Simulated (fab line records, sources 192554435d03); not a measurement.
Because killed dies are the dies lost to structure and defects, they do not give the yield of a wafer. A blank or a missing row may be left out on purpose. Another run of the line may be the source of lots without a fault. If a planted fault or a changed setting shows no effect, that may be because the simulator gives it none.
Matching of chambers -- flow n5-finfet -- N5_BEOL_M8_ETCH_72 on rie-diel-02 has 4 sister chambers
The step etches underlayer in N2/H2, target depth 6.5 nm, time 5.2 s. 8 wafers are shown with their chamber, then 12 later ones without.

## EACH WAFER AND ITS CHAMBER
wafer,chamber,drypump-motor-current-A (A),throttle-valve-pct (%)
L078.2,2,5.7,17.96
L092.1,1,5.9,18.22
L093.1,3,5.9,18.06
L093.2,0,5.3,18.51
L093.3,1,5.8,18.22
L093.4,2,5.7,18.01
L093.5,3,5.9,18.03
L093.6,0,5.3,18.48

## WAFERS WITHOUT THEIR CHAMBER
wafer,drypump-motor-current-A (A),throttle-valve-pct (%)
L091.1,5.9,18.06
L091.2,5.7,18.06
L091.4,5.9,18.23
L094.3,5.7,18.04
L094.4,5.8,18.24
L094.6,5.9,18.07
L096.1,5.7,18.05
L096.2,5.9,18.21
L096.3,5.9,18.08
L096.4,5.8,18.21
L096.5,5.7,18.03
L096.6,5.9,18.06

## EACH ONE'S CHAMBER
wafer,from the rows above,in truth
L091.1,3,3
L091.2,2,2
L091.4,1,1
L094.3,2,2
L094.4,1,1
L094.6,3,3
L096.1,2,2
L096.2,1,1
L096.3,3,3
L096.4,1,1
L096.5,2,2
L096.6,3,3
12 of 12 placed correctly. Not placeable from these rows: 0. 0 placed wrongly.
How it was worked out, from the rows above alone: a wafer's distance from a chamber is the root of the sum, over the readings, of the square of ((its reading less the chamber's mean) divided by the reading's scatter). The wafer belongs to the nearest chamber; if the next one is less than 2 further off, it can't be placed. A chamber's mean is the mean of its shown wafers. The scatter: the root of (the sum of the squares of (reading less its chamber's mean) over the shown wafers, divided by (wafers less chambers)).
